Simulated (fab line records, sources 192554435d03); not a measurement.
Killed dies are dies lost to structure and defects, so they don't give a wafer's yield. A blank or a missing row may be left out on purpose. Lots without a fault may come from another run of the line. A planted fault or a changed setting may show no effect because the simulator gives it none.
Chamber matching | flow n5_finfet | N5_ILD0_CMP_03 on cmp-02: 4 sister chambers
The step polishes, stops on SiNx, t overpolish 1.9 s, target thk 197.38 nm. 14 wafers are shown with their chamber, then 7 later ones without.

WAFERS WITH THEIR CHAMBER
wafer  | chamber | motor_current_A (A) | time_to_endpoint_s (s) | overpolish_run_s (s)
L079.1 | 2       | 12.0                | 77                     | 1.898
L079.3 | 3       | 11.6                | 70                     | 1.898
L079.5 | 2       | 12.6                | 80                     | 1.911
L081.2 | 0       | 13.3                | 68                     | 1.912
L081.5 | 3       | 11.8                | 68                     | 1.905
L081.6 | 0       | 12.6                | 65                     | 1.908
L082.1 | 3       | 11.4                | 69                     | 1.901
L082.2 | 0       | 13.2                | 68                     | 1.911
L082.3 | 1       | 13.1                | 71                     | 1.883
L083.3 | 1       | 13.1                | 68                     | 1.921
L083.4 | 0       | 14.0                | 67                     | 1.905
L083.5 | 0       | 12.9                | 68                     | 1.910
L084.3 | 2       | 12.3                | 74                     | 1.903
L084.4 | 1       | 13.2                | 75                     | 1.897

SIGNATURES (means of the wafers above)
reading            | chamber 0 | chamber 1 | chamber 2 | chamber 3 | scatter within a chamber
motor_current_A    | 13.200    | 13.133    | 12.300    | 11.600    | 0.37
time_to_endpoint_s | 67.20     | 71.33     | 77.00     | 69.00     | 2.27
overpolish_run_s   | 1.90920   | 1.90033   | 1.90400   | 1.90133   | 0.00938
Rule: a wafer's distance from a chamber is the root of the sum, over the readings, of the square of ((its reading less the chamber's mean) divided by the reading's scatter). The wafer belongs to the nearest chamber; if the next one is less than 2 further off, it can't be placed. The scatter: the root of (the sum of the squares of (reading less its chamber's mean) over the shown wafers, divided by (wafers less chambers)).

WAFERS WITHOUT THEIR CHAMBER
wafer  | motor_current_A (A) | time_to_endpoint_s (s) | overpolish_run_s (s)
L084.6 | 13.4                | 74                     | 1.895
L086.2 | 12.9                | 71                     | 1.889
L086.3 | 12.8                | 63                     | 1.887
L086.5 | 13.7                | 70                     | 1.907
L087.3 | 13.9                | 63                     | 1.904
L087.4 | 11.4                | 65                     | 1.922
L087.5 | 13.2                | 70                     | 1.902

WHICH CHAMBER EACH WENT THROUGH
wafer  | from the rows above          | in truth
L084.6 | can't be placed: 1 or 2 or 0 | 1
L086.2 | can't be placed: 1 or 0      | 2
L086.3 | can't be placed: 0 or 1 or 3 | 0
L086.5 | can't be placed: 1 or 0      | 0
L087.3 | can't be placed: 0 or 1      | 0
L087.4 | 3                            | 3
L087.5 | can't be placed: 1 or 0      | 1
Placed correctly: 1 of 7. Can't be placed from these rows: 6 (the true chamber is among the candidates in 5). Placed wrongly: 0.
